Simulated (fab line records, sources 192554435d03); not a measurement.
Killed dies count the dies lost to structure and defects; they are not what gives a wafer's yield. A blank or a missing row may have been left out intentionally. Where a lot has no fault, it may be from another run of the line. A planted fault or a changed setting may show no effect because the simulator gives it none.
A struck lot beside a sound one || flow n5_finfet || 24 steps out of a route of 1938
Sound: these wafers, L578.2, L578.3, L578.6. Wafers L587.3, L587.4, L587.6 were the ones struck. At the end, the cause is stated.
Each step with rows lists, per side, the tool, then ch with its chambers, then its first start. Under that, the readings that differ: sound wafers || struck wafers || difference of the means || sigmas: that difference in standard deviations of wafers without a fault.
alike: words and numbers the same on both sides, and readings whose means are apart by under 2 such deviations; not compared: readings that were withheld, readings missing a value for some wafer, numbers with overlapping values and no deviation given by the record, and bounds like >300 which may hide the same value.
The two part at a step that has a row with sigmas, a row that says differs or no value, or rows on one side only. Numbers that have no deviation but don't overlap get no sigmas and don't part them. A reading missing from all wafers of one side parts the sides only when that side holds two or more wafers.

N5_BEOL_M10_THK_MEAS_53: measures by xrf.
  sound on film_metro-02 at day 12 07:05; struck on film_metro-01 at day 16 00:26
  alike: M10_THK
then, 1 step without rows for these wafers: N5_BEOL_M10_PRE_CLEAN_55 (time 15 s).
N5_BEOL_M10_DEP_56: deposits SiCN from 3MS/NH3, target thk 15 nm, time 26.5 s.
  sound on pecvd-04 ch 0,1, day 12 07:09; struck on pecvd-04 ch 1,2, day 16 00:32
  alike: chamber_pressure_Torr, showerhead_plenum_p_Torr, throttle_valve_pct
N5_BEOL_M10_RS_MEAS_57: measures by four-point-probe.
  sound on film_metro-02 at day 12 07:14; struck on film_metro-01 at day 16 00:37
  alike: M10_RS
N5_BEOL_M10_INSPECT_58: inspects for defects (darkfield).
  sound on defect_inspect-01 at day 12 07:15; struck on defect_inspect-01 at day 16 00:38
  alike: raw_defect_count
N5_BEOL_M11_ILD_DEP_00: deposits SiCOH lowk from DEMS/porogen, target thk 308.51 nm, time 58 s.
  sound on pecvd-04 ch 0,2, day 12 07:17; struck on pecvd-04 ch 1,2, day 16 00:42
  alike: chamber_pressure_Torr, heater_power_w, showerhead_plenum_p_Torr, throttle_valve_pct
then, 1 step without rows for these wafers: N5_BEOL_M11_CURE_71 (cures SiCOH lowk, time 240 s).
N5_BEOL_M11_THK_MEAS_01:
  sound on film_metro-02 at day 12 07:53; struck on film_metro-01 at day 16 01:17
  alike: M11_ILD_THK
N5_BEOL_M11_PECVD_70: deposits SiO2 from TEOS/O2, target thk 20 nm, time 22.7 s.
  sound on pecvd-03 ch 0,1,2, day 12 07:55; struck on pecvd-03 ch 0,1,2, day 16 01:20
  alike: chamber_pressure_Torr, heater_power_w, showerhead_plenum_p_Torr, throttle_valve_pct
then, 3 steps without rows for these wafers: N5_BEOL_M11_HM_DEP_02 (deposits TiN, target thk 20 nm); N5_BEOL_M11_COAT_59 (time 60 s, resist thk 100 nm); N5_BEOL_M11_COAT_60 (time 60 s, resist thk 30 nm).
N5_BEOL_M11_COAT_05: resist thk 90 nm.
  sound on litho_track-01 ch 0, day 12 09:03; struck on litho_track-05 ch 0, day 16 02:21
{"reading": "spin_speed_rpm (rpm)", "sound": "1503.0 1502.7 1502.3", "struck": "1142.0 1139.0 1138.9", "difference": -362.7, "sigmas": "-99 or more"}
{"reading": "model.CAR-ArF_of_BEOL_M11_COAT_05.thk_nm (nm)", "sound": "90.4 90 90.4", "struck": "103.4 103.6 103.4", "difference": "+13.2", "sigmas": ""}
then, 5 steps without rows for these wafers: N5_BEOL_M11_EBR_07; N5_BEOL_M11_SOFTBAKE_06 (time 60 s); N5_BEOL_M11_EXPOSE_08 (exposes mask M11); N5_BEOL_M11_PEB_09 (peb time 60 s); N5_BEOL_M11_DEVELOP_10 (develop time 30 s).
N5_BEOL_M11_CD_MEAS_11: target cd 64.1 nm.
  sound on cd_sem-01 ch 0, day 12 09:27; struck on cd_sem-01 ch 0, day 16 02:43
  alike: cd_nm
N5_BEOL_M11_OVL_MEAS_12:
  sound on overlay-02 ch 0, day 12 09:29; struck on overlay-01 ch 0, day 16 02:44
  alike: M11_OVL
N5_BEOL_M11_INSPECT_13: inspects for defects (brightfield).
  sound on defect_inspect-02 at day 12 09:31; struck on defect_inspect-01 at day 16 02:46
  alike: raw_defect_count
N5_BEOL_M11_DESCUM_16: chemistry O2, time 7.9 s.
  sound on rie_diel-03 ch 0,1,3, day 12 09:32; struck on rie_diel-02 ch 1,2,3, day 16 02:48
  alike: drypump_motor_current_A, oes_product_au, rf_vpp_V, showerhead_plenum_p_Torr, throttle_valve_pct
  not compared: rf_hours_counter_h
N5_BEOL_M11_ETCH_61: etches SiARC in CF4, target depth 39 nm, time 65 s.
  sound on rie_diel-03 ch 0,1,3, day 12 09:34; struck on rie_diel-02 ch 1,2,3, day 16 02:50
{"reading": "etch_rf_on_time_s (s)", "sound": "64.7 63.7 63.9", "struck": "67.0 69.8 68.0", "difference": "+4.2", "sigmas": "+2"}
{"reading": "model.CAR-ArF_of_BEOL_M11_COAT_05.thk_nm (nm)", "sound": "56 55.6 55.8", "struck": "69 69 68.8", "difference": "+13", "sigmas": ""}
  alike: drypump_motor_current_A, oes_product_au, rf_vpp_V, showerhead_plenum_p_Torr, throttle_valve_pct
  not compared: rf_hours_counter_h
N5_BEOL_M11_ETCH_62: etches SOC in N2/H2, target depth 110 nm, overetch 22 nm, time 165 s.
  sound on rie_diel-03 ch 0,1,3, day 12 09:37; struck on rie_diel-02 ch 1,2,3, day 16 02:53
  alike: drypump_motor_current_A, n2_flow_sccm, oes_product_au, rf_vpp_V, showerhead_plenum_p_Torr, throttle_valve_pct
  not compared: rf_hours_counter_h

== WHERE THEY PART ==
First at N5_BEOL_M11_COAT_05; last, within this record, at N5_BEOL_M11_ETCH_61. Later steps at which nothing parts them and some readings are alike: N5_BEOL_M11_ETCH_62.

WHY: the cause the simulator had injected
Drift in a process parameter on litho_track-05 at N5_BEOL_M11_COAT_05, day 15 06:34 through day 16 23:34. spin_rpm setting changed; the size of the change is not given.
